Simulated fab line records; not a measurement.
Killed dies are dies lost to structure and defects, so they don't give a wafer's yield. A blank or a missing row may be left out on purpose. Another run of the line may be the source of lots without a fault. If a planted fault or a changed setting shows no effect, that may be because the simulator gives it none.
What tool caused it? || flow nand_harc || 24 lots with 72 wafers sampled at 4 steps, on a route of 1159 steps

== WHAT EACH GAUGE READ, for each wafer ==
NHARC_A_BLC_INSPECT_12. Usual: raw_defect_count 31, standard deviation 16.
{"lot": "L074", "measured": "day 16 22:21", "on": "defect_inspect-01", "raw_defect_count": "34 39 33", "flag": ""}
{"lot": "L075", "measured": "day 17 13:38", "on": "defect_inspect-01", "raw_defect_count": "22 20 20", "flag": ""}
{"lot": "L076", "measured": "day 17 14:10", "on": "defect_inspect-01", "raw_defect_count": "23 25 27", "flag": ""}
{"lot": "L077", "measured": "day 17 17:25", "on": "defect_inspect-01", "raw_defect_count": "33 33 31", "flag": ""}
{"lot": "L080", "measured": "day 18 00:01", "on": "defect_inspect-01", "raw_defect_count": "31 20 22", "flag": ""}
{"lot": "L079", "measured": "day 18 00:25", "on": "defect_inspect-01", "raw_defect_count": "33 30 28", "flag": ""}
{"lot": "L078", "measured": "day 18 03:43", "on": "defect_inspect-01", "raw_defect_count": "6 10 10", "flag": ""}
{"lot": "L081", "measured": "day 18 20:55", "on": "defect_inspect-01", "raw_defect_count": "8 17 6", "flag": ""}
{"lot": "L082", "measured": "day 19 07:42", "on": "defect_inspect-02", "raw_defect_count": "36 42 42", "flag": ""}
{"lot": "L083", "measured": "day 19 10:25", "on": "defect_inspect-02", "raw_defect_count": "9 14 10", "flag": ""}
{"lot": "L084", "measured": "day 19 15:42", "on": "defect_inspect-02", "raw_defect_count": "20 12 14", "flag": ""}
{"lot": "L086", "measured": "day 19 23:20", "on": "defect_inspect-02", "raw_defect_count": "27 30 24", "flag": ""}
{"lot": "L087", "measured": "day 19 23:39", "on": "defect_inspect-02", "raw_defect_count": "13 13 10", "flag": ""}
{"lot": "L088", "measured": "day 20 05:38", "on": "defect_inspect-02", "raw_defect_count": "61 68 64", "flag": ""}
{"lot": "L085", "measured": "day 20 06:20", "on": "defect_inspect-02", "raw_defect_count": "23 33 29", "flag": ""}
{"lot": "L089", "measured": "day 21 00:15", "on": "defect_inspect-02", "raw_defect_count": "32 38 33", "flag": ""}
{"lot": "L090", "measured": "day 21 09:38", "on": "defect_inspect-02", "raw_defect_count": "57 34 48", "flag": ""}
{"lot": "L091", "measured": "day 21 16:11", "on": "defect_inspect-02", "raw_defect_count": "34 34 39", "flag": ""}
{"lot": "L092", "measured": "day 21 16:56", "on": "defect_inspect-01", "raw_defect_count": "34 35 23", "flag": ""}
{"lot": "L094", "measured": "day 22 14:01", "on": "defect_inspect-01", "raw_defect_count": "60 57 69", "flag": ""}
{"lot": "L095", "measured": "day 22 17:16", "on": "defect_inspect-01", "raw_defect_count": "15 16 24", "flag": ""}
{"lot": "L093", "measured": "day 22 23:53", "on": "defect_inspect-01", "raw_defect_count": "15 25 16", "flag": ""}
{"lot": "L096", "measured": "day 23 01:29", "on": "defect_inspect-01", "raw_defect_count": "31 38 46", "flag": ""}
{"lot": "L097", "measured": "day 23 08:53", "on": "defect_inspect-02", "raw_defect_count": "58 40 43", "flag": ""}

NHARC_A_M1_CD_MEAS_09 targets a cd of 120 nm. Usual: cd_nm 120.2 nm, standard deviation 0.51.
{"lot": "L074", "measured": "day 17 06:50", "on": "cd_sem-02", "cd_nm (nm)": "120.2 120.6 120.1", "flag": ""}
{"lot": "L075", "measured": "day 17 22:17", "on": "cd_sem-03", "cd_nm (nm)": "120.1 120.2 120.4", "flag": ""}
{"lot": "L076", "measured": "day 17 22:42", "on": "cd_sem-02", "cd_nm (nm)": "120.6 120.2 120.4", "flag": ""}
{"lot": "L077", "measured": "day 18 03:57", "on": "cd_sem-02", "cd_nm (nm)": "119.8 119.6 120.4", "flag": ""}
{"lot": "L080", "measured": "day 18 08:40", "on": "cd_sem-01", "cd_nm (nm)": "119.8 119.8 119.6", "flag": ""}
{"lot": "L079", "measured": "day 18 09:02", "on": "cd_sem-01", "cd_nm (nm)": "119.5 120.0 120.5", "flag": ""}
{"lot": "L078", "measured": "day 18 13:31", "on": "cd_sem-03", "cd_nm (nm)": "119.2 120.0 120.4", "flag": ""}
{"lot": "L081", "measured": "day 19 08:52", "on": "cd_sem-03", "cd_nm (nm)": "120.0 119.8 120.1", "flag": ""}
{"lot": "L082", "measured": "day 19 15:43", "on": "cd_sem-01", "cd_nm (nm)": "119.8 120.0 120.1", "flag": ""}
{"lot": "L083", "measured": "day 19 18:20", "on": "cd_sem-02", "cd_nm (nm)": "120.5 120.6 121.2", "flag": ""}
{"lot": "L084", "measured": "day 20 03:31", "on": "cd_sem-03", "cd_nm (nm)": "121.3 121.2 120.0", "flag": ""}
{"lot": "L086", "measured": "day 20 09:46", "on": "cd_sem-01", "cd_nm (nm)": "120.6 120.8 121.1", "flag": ""}
{"lot": "L087", "measured": "day 20 10:03", "on": "cd_sem-02", "cd_nm (nm)": "120.3 121.0 120.5", "flag": ""}
{"lot": "L088", "measured": "day 20 15:26", "on": "cd_sem-01", "cd_nm (nm)": "121.1 120.4 120.3", "flag": ""}
{"lot": "L085", "measured": "day 20 15:50", "on": "cd_sem-02", "cd_nm (nm)": "119.9 120.1 120.6", "flag": ""}
{"lot": "L089", "measured": "day 21 18:40", "on": "cd_sem-02", "cd_nm (nm)": "120.0 120.5 119.8", "flag": ""}
{"lot": "L090", "measured": "day 21 21:31", "on": "cd_sem-01", "cd_nm (nm)": "120.5 120.5 120.6", "flag": ""}
{"lot": "L091", "measured": "day 22 03:06", "on": "cd_sem-02", "cd_nm (nm)": "119.7 119.7 119.6", "flag": ""}
{"lot": "L092", "measured": "day 22 05:46", "on": "cd_sem-02", "cd_nm (nm)": "119.7 119.2 119.3", "flag": ""}
{"lot": "L094", "measured": "day 22 22:29", "on": "cd_sem-02", "cd_nm (nm)": "120.4 120.1 120.5", "flag": ""}
{"lot": "L095", "measured": "day 23 03:28", "on": "cd_sem-01", "cd_nm (nm)": "119.7 119.6 119.5", "flag": ""}
{"lot": "L093", "measured": "day 23 10:53", "on": "cd_sem-02", "cd_nm (nm)": "120.3 120.4 120.2", "flag": ""}
{"lot": "L096", "measured": "day 23 12:53", "on": "cd_sem-02", "cd_nm (nm)": "120.4 121.1 120.0", "flag": ""}
{"lot": "L097", "measured": "day 23 17:19", "on": "cd_sem-03", "cd_nm (nm)": "119.8 119.8 119.5", "flag": ""}

== EACH LOT AND THE TOOL THAT RAN IT (in order: tool; ch and the chambers of the sampled wafers; start) ==
{"lot": "L074", "NHARC_A_CONTACT_ETCH_134": "har_cap_etch-02 ch 0,1, day 16 16:39", "NHARC_A_BLC_STRIP_21": "rie_diel-01 ch 0,1, day 16 23:55"}
{"lot": "L075", "NHARC_A_CONTACT_ETCH_134": "har_cap_etch-03 ch 0,1, day 17 05:42", "NHARC_A_BLC_STRIP_21": "rie_diel-12 ch 0,1,3, day 17 14:50"}
{"lot": "L076", "NHARC_A_CONTACT_ETCH_134": "har_cap_etch-03 ch 0,1, day 17 06:55", "NHARC_A_BLC_STRIP_21": "rie_diel-02 ch 0,2,3, day 17 15:25"}
{"lot": "L077", "NHARC_A_CONTACT_ETCH_134": "har_cap_etch-01 ch 0,1, day 17 13:00", "NHARC_A_BLC_STRIP_21": "rie_diel-01 ch 0,1, day 17 18:37"}
{"lot": "L080", "NHARC_A_CONTACT_ETCH_134": "har_cap_etch-02 ch 1, day 17 17:25", "NHARC_A_BLC_STRIP_21": "rie_diel-12 ch 0,1,3, day 18 01:20"}
{"lot": "L079", "NHARC_A_CONTACT_ETCH_134": "har_cap_etch-01 ch 0, day 17 18:16", "NHARC_A_BLC_STRIP_21": "rie_diel-01 ch 0,1,2, day 18 01:38"}
{"lot": "L078", "NHARC_A_CONTACT_ETCH_134": "har_cap_etch-03 ch 0,1, day 17 20:38", "NHARC_A_BLC_STRIP_21": "rie_diel-01 ch 0,1,2, day 18 04:55"}
{"lot": "L081", "NHARC_A_CONTACT_ETCH_134": "har_cap_etch-01 ch 0,1, day 18 16:32", "NHARC_A_BLC_STRIP_21": "rie_diel-12 ch 0,1,2, day 18 22:07"}
{"lot": "L082", "NHARC_A_CONTACT_ETCH_134": "har_cap_etch-03 ch 0,1, day 19 03:11", "NHARC_A_BLC_STRIP_21": "rie_diel-01 ch 0,2,3, day 19 08:56"}
{"lot": "L083", "NHARC_A_CONTACT_ETCH_134": "har_cap_etch-02 ch 0,1, day 19 06:07", "NHARC_A_BLC_STRIP_21": "rie_diel-12 ch 0,3, day 19 11:37"}
{"lot": "L084", "NHARC_A_CONTACT_ETCH_134": "har_cap_etch-03 ch 0,1, day 19 11:20", "NHARC_A_BLC_STRIP_21": "rie_diel-12 ch 1,2,3, day 19 16:56"}
{"lot": "L086", "NHARC_A_CONTACT_ETCH_134": "har_cap_etch-02 ch 0,1, day 19 16:49", "NHARC_A_BLC_STRIP_21": "rie_diel-01 ch 0,1,3, day 20 00:33"}
{"lot": "L087", "NHARC_A_CONTACT_ETCH_134": "har_cap_etch-02 ch 0,1, day 19 19:06", "NHARC_A_BLC_STRIP_21": "rie_diel-12 ch 0,1,2, day 20 00:52"}
{"lot": "L088", "NHARC_A_CONTACT_ETCH_134": "har_cap_etch-03 ch 0,1, day 19 23:10", "NHARC_A_BLC_STRIP_21": "rie_diel-02 ch 0, day 20 07:12"}
{"lot": "L085", "NHARC_A_CONTACT_ETCH_134": "har_cap_etch-01 ch 0,1, day 20 00:15", "NHARC_A_BLC_STRIP_21": "rie_diel-01 ch 0,1,3, day 20 07:34"}
{"lot": "L089", "NHARC_A_CONTACT_ETCH_134": "har_cap_etch-01 ch 0,1, day 20 19:50", "NHARC_A_BLC_STRIP_21": "rie_diel-02 ch 0,1,2, day 21 01:29"}
{"lot": "L090", "NHARC_A_CONTACT_ETCH_134": "har_cap_etch-03 ch 0,1, day 20 21:08", "NHARC_A_BLC_STRIP_21": "rie_diel-12 ch 0,1, day 21 10:50"}
{"lot": "L091", "NHARC_A_CONTACT_ETCH_134": "har_cap_etch-03 ch 0,1, day 21 05:48", "NHARC_A_BLC_STRIP_21": "rie_diel-01 ch 0,2,3, day 21 17:25"}
{"lot": "L092", "NHARC_A_CONTACT_ETCH_134": "har_cap_etch-02 ch 1, day 21 07:06", "NHARC_A_BLC_STRIP_21": "rie_diel-12 ch 1,2,3, day 21 18:10"}
{"lot": "L094", "NHARC_A_CONTACT_ETCH_134": "har_cap_etch-03 ch 0,1, day 22 09:26", "NHARC_A_BLC_STRIP_21": "rie_diel-12 ch 0,2,3, day 22 15:13"}
{"lot": "L095", "NHARC_A_CONTACT_ETCH_134": "har_cap_etch-01 ch 0,1, day 22 12:50", "NHARC_A_BLC_STRIP_21": "rie_diel-12 ch 0,1,2, day 22 18:30"}
{"lot": "L093", "NHARC_A_CONTACT_ETCH_134": "har_cap_etch-02 ch 0,1, day 22 18:32", "NHARC_A_BLC_STRIP_21": "rie_diel-12 ch 1,2,3, day 23 01:11"}
{"lot": "L096", "NHARC_A_CONTACT_ETCH_134": "har_cap_etch-03 ch 0,1, day 22 21:07", "NHARC_A_BLC_STRIP_21": "rie_diel-12 ch 0,1,3, day 23 02:45"}
{"lot": "L097", "NHARC_A_CONTACT_ETCH_134": "har_cap_etch-01 ch 0,1, day 23 00:23", "NHARC_A_BLC_STRIP_21": "rie_diel-12 ch 0,1,2, day 23 10:05"}
- NHARC_A_CONTACT_ETCH_134: etches the open film in C4F8/O2/Ar, time 140 s, target depth 700 nm.
- NHARC_A_BLC_STRIP_21: strips in O2.

== AS READ BY THE TOOLS THEMSELVES (means over the sampled wafers that have a number; for cases with no such wafer, the mark the record gives instead) ==
NHARC_A_BLC_STRIP_21. Usual: drypump_motor_current_A 5.7 A, standard deviation 0.41; mfc_ar_sccm 0.004 sccm, standard deviation 0.0059; oes_product_au 1.003 a.u., standard deviation 0.0076; rf_vpp_V 57.8 V, standard deviation 0.9; showerhead_plenum_p_Torr 3.54 Torr, standard deviation 0.15; throttle_valve_pct 17.035 %, standard deviation 0.0091.
{"lot": "L074", "tool": "rie_diel-01", "drypump_motor_current_A (A)": 5.7, "mfc_ar_sccm (sccm)": 0.010, "oes_product_au (a.u.)": 1.002, "rf_vpp_V (V)": 58.1, "showerhead_plenum_p_Torr (Torr)": 3.59, "throttle_valve_pct (%)": 17.033, "flag": ""}
{"lot": "L075", "tool": "rie_diel-12", "drypump_motor_current_A (A)": 5.4, "mfc_ar_sccm (sccm)": 0.000, "oes_product_au (a.u.)": 1.005, "rf_vpp_V (V)": 58.2, "showerhead_plenum_p_Torr (Torr)": 3.60, "throttle_valve_pct (%)": 17.042, "flag": ""}
{"lot": "L076", "tool": "rie_diel-02", "drypump_motor_current_A (A)": 5.4, "mfc_ar_sccm (sccm)": 0.005, "oes_product_au (a.u.)": 1.001, "rf_vpp_V (V)": 57.7, "showerhead_plenum_p_Torr (Torr)": 3.36, "throttle_valve_pct (%)": 17.039, "flag": ""}
{"lot": "L077", "tool": "rie_diel-01", "drypump_motor_current_A (A)": 5.9, "mfc_ar_sccm (sccm)": 0.013, "oes_product_au (a.u.)": 0.999, "rf_vpp_V (V)": 59.1, "showerhead_plenum_p_Torr (Torr)": 3.68, "throttle_valve_pct (%)": 17.027, "flag": ""}
{"lot": "L080", "tool": "rie_diel-12", "drypump_motor_current_A (A)": 5.4, "mfc_ar_sccm (sccm)": 0.000, "oes_product_au (a.u.)": 1.012, "rf_vpp_V (V)": 57.2, "showerhead_plenum_p_Torr (Torr)": 3.60, "throttle_valve_pct (%)": 17.038, "flag": ""}
{"lot": "L079", "tool": "rie_diel-01", "drypump_motor_current_A (A)": 5.9, "mfc_ar_sccm (sccm)": 0.009, "oes_product_au (a.u.)": 0.998, "rf_vpp_V (V)": 57.2, "showerhead_plenum_p_Torr (Torr)": 3.66, "throttle_valve_pct (%)": 17.035, "flag": ""}
{"lot": "L078", "tool": "rie_diel-01", "drypump_motor_current_A (A)": 5.9, "mfc_ar_sccm (sccm)": 0.009, "oes_product_au (a.u.)": 0.996, "rf_vpp_V (V)": 57.4, "showerhead_plenum_p_Torr (Torr)": 3.66, "throttle_valve_pct (%)": 17.042, "flag": ""}
{"lot": "L081", "tool": "rie_diel-12", "drypump_motor_current_A (A)": 5.8, "mfc_ar_sccm (sccm)": 0.000, "oes_product_au (a.u.)": 1.010, "rf_vpp_V (V)": 57.7, "showerhead_plenum_p_Torr (Torr)": 3.56, "throttle_valve_pct (%)": 17.038, "flag": ""}
{"lot": "L082", "tool": "rie_diel-01", "drypump_motor_current_A (A)": 5.7, "mfc_ar_sccm (sccm)": 0.008, "oes_product_au (a.u.)": 1.000, "rf_vpp_V (V)": 57.9, "showerhead_plenum_p_Torr (Torr)": 3.52, "throttle_valve_pct (%)": 17.031, "flag": ""}
{"lot": "L083", "tool": "rie_diel-12", "drypump_motor_current_A (A)": 5.4, "mfc_ar_sccm (sccm)": 0.000, "oes_product_au (a.u.)": 1.012, "rf_vpp_V (V)": 58.2, "showerhead_plenum_p_Torr (Torr)": 3.58, "throttle_valve_pct (%)": 17.052, "flag": ""}
{"lot": "L084", "tool": "rie_diel-12", "drypump_motor_current_A (A)": 5.5, "mfc_ar_sccm (sccm)": 0.000, "oes_product_au (a.u.)": 1.004, "rf_vpp_V (V)": 57.8, "showerhead_plenum_p_Torr (Torr)": 3.53, "throttle_valve_pct (%)": 17.042, "flag": ""}
{"lot": "L086", "tool": "rie_diel-01", "drypump_motor_current_A (A)": 5.7, "mfc_ar_sccm (sccm)": 0.012, "oes_product_au (a.u.)": 1.000, "rf_vpp_V (V)": 57.8, "showerhead_plenum_p_Torr (Torr)": 3.53, "throttle_valve_pct (%)": 17.040, "flag": ""}
{"lot": "L087", "tool": "rie_diel-12", "drypump_motor_current_A (A)": 5.8, "mfc_ar_sccm (sccm)": 0.000, "oes_product_au (a.u.)": 1.014, "rf_vpp_V (V)": 58.1, "showerhead_plenum_p_Torr (Torr)": 3.56, "throttle_valve_pct (%)": 17.030, "flag": ""}
{"lot": "L088", "tool": "rie_diel-02", "drypump_motor_current_A (A)": 5.9, "mfc_ar_sccm (sccm)": 0.000, "oes_product_au (a.u.)": 0.998, "rf_vpp_V (V)": 57.4, "showerhead_plenum_p_Torr (Torr)": 3.42, "throttle_valve_pct (%)": 17.034, "flag": ""}
{"lot": "L085", "tool": "rie_diel-01", "drypump_motor_current_A (A)": 5.8, "mfc_ar_sccm (sccm)": 0.012, "oes_product_au (a.u.)": 1.006, "rf_vpp_V (V)": 58.4, "showerhead_plenum_p_Torr (Torr)": 3.53, "throttle_valve_pct (%)": 17.031, "flag": ""}
{"lot": "L089", "tool": "rie_diel-02", "drypump_motor_current_A (A)": 5.6, "mfc_ar_sccm (sccm)": 0.005, "oes_product_au (a.u.)": 1.007, "rf_vpp_V (V)": 56.8, "showerhead_plenum_p_Torr (Torr)": 3.33, "throttle_valve_pct (%)": 17.033, "flag": ""}
{"lot": "L090", "tool": "rie_diel-12", "drypump_motor_current_A (A)": 5.6, "mfc_ar_sccm (sccm)": 0.000, "oes_product_au (a.u.)": 1.008, "rf_vpp_V (V)": 58.0, "showerhead_plenum_p_Torr (Torr)": 3.66, "throttle_valve_pct (%)": 17.039, "flag": ""}
{"lot": "L091", "tool": "rie_diel-01", "drypump_motor_current_A (A)": 5.7, "mfc_ar_sccm (sccm)": 0.008, "oes_product_au (a.u.)": 1.003, "rf_vpp_V (V)": 57.4, "showerhead_plenum_p_Torr (Torr)": 3.52, "throttle_valve_pct (%)": 17.046, "flag": ""}
{"lot": "L092", "tool": "rie_diel-12", "drypump_motor_current_A (A)": 5.5, "mfc_ar_sccm (sccm)": 0.000, "oes_product_au (a.u.)": 1.002, "rf_vpp_V (V)": 58.6, "showerhead_plenum_p_Torr (Torr)": 3.53, "throttle_valve_pct (%)": 17.032, "flag": ""}
{"lot": "L094", "tool": "rie_diel-12", "drypump_motor_current_A (A)": 5.5, "mfc_ar_sccm (sccm)": 0.000, "oes_product_au (a.u.)": 0.998, "rf_vpp_V (V)": 57.5, "showerhead_plenum_p_Torr (Torr)": 3.50, "throttle_valve_pct (%)": 17.043, "flag": ""}
{"lot": "L095", "tool": "rie_diel-12", "drypump_motor_current_A (A)": 5.8, "mfc_ar_sccm (sccm)": 0.000, "oes_product_au (a.u.)": 1.011, "rf_vpp_V (V)": 57.1, "showerhead_plenum_p_Torr (Torr)": 3.56, "throttle_valve_pct (%)": 17.031, "flag": ""}
{"lot": "L093", "tool": "rie_diel-12", "drypump_motor_current_A (A)": 5.5, "mfc_ar_sccm (sccm)": 0.000, "oes_product_au (a.u.)": 1.003, "rf_vpp_V (V)": 58.2, "showerhead_plenum_p_Torr (Torr)": 3.52, "throttle_valve_pct (%)": 17.039, "flag": ""}
{"lot": "L096", "tool": "rie_diel-12", "drypump_motor_current_A (A)": 5.4, "mfc_ar_sccm (sccm)": 0.000, "oes_product_au (a.u.)": 1.000, "rf_vpp_V (V)": 57.0, "showerhead_plenum_p_Torr (Torr)": 3.60, "throttle_valve_pct (%)": 17.040, "flag": ""}
{"lot": "L097", "tool": "rie_diel-12", "drypump_motor_current_A (A)": 5.8, "mfc_ar_sccm (sccm)": 0.000, "oes_product_au (a.u.)": 1.002, "rf_vpp_V (V)": 57.4, "showerhead_plenum_p_Torr (Torr)": 3.56, "throttle_valve_pct (%)": 17.044, "flag": ""}

== THE ANSWER, worked out from the rows above alone ==
Rule: a lot is off if the mean of its wafers that have a number lies more than 3 standard deviations from the usual mean. Also off: a lot with no number at a reading for which 4 or more lots have one. The other lots that the step has rows for count as sound. After the gauges, taken in route order, come the tools' own readings; for these a lot's mean is taken, as printed above. The first step at which some lot is off is used, and at that step the reading that is off furthest; a lot without a number counts as furthest.
None of the lots is off at any reading shown; this tells nothing.

== WHAT WAS PUT IN BY THE SIMULATOR ==
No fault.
